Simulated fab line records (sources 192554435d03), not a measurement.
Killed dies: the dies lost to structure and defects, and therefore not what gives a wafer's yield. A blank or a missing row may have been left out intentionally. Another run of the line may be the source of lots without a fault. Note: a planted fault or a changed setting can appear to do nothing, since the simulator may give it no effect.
Which tool did it? -- flow n5_finfet -- route of 1938 steps, sampled at 1 step: 12 lots, 36 wafers

WHAT THE GAUGES READ, wafer by wafer
N5_BEOL_M3_INSPECT_59: inspects for defects (darkfield).
lot,measured,on,raw_defect_count
L076,day 8 02:13,defect_inspect-02,113 124 146
L078,day 9 01:34,defect_inspect-02,91 115 98
L079,day 9 22:39,defect_inspect-01,111 83 98
L081,day 10 06:55,defect_inspect-02,93 57 71
L084,day 10 17:17,defect_inspect-02,58 51 68
L082,day 10 23:24,defect_inspect-02,97 102 72
L086,day 11 04:39,defect_inspect-01,101 53 114
L088,day 11 18:04,defect_inspect-02,47 60 64
L091,day 12 12:01,defect_inspect-02,57 81 34
L093,day 12 22:32,defect_inspect-01,76 91 81
L095,day 13 06:12,defect_inspect-02,115 90 78
L097,day 13 19:46,defect_inspect-02,118 92 72

WHICH TOOL RAN EACH LOT (tool, then ch and the chambers of the sampled wafers, then the start)
The record shows no process step preceding these readings.

THE ANSWER, worked out from the rows above alone
Rule: what is usual is taken from the lots themselves. Put in order of their means at a reading, lots are off if they are a third of the lots or fewer, leave a main group of 4 or more, and stand apart from it by a gap of 3 or more times the standard deviation of the main group's means; of several such gaps the widest counts. Not used: any main group whose means are identical at the precision the tables above print for the reading. Also off: a lot with no number at a reading for which 4 or more lots have one. Where the step has rows for the other lots, those lots are counted as sound.
None of the lots is off at any reading shown; this tells nothing.

WHAT HAD BEEN PUT IN BY THE SIMULATOR
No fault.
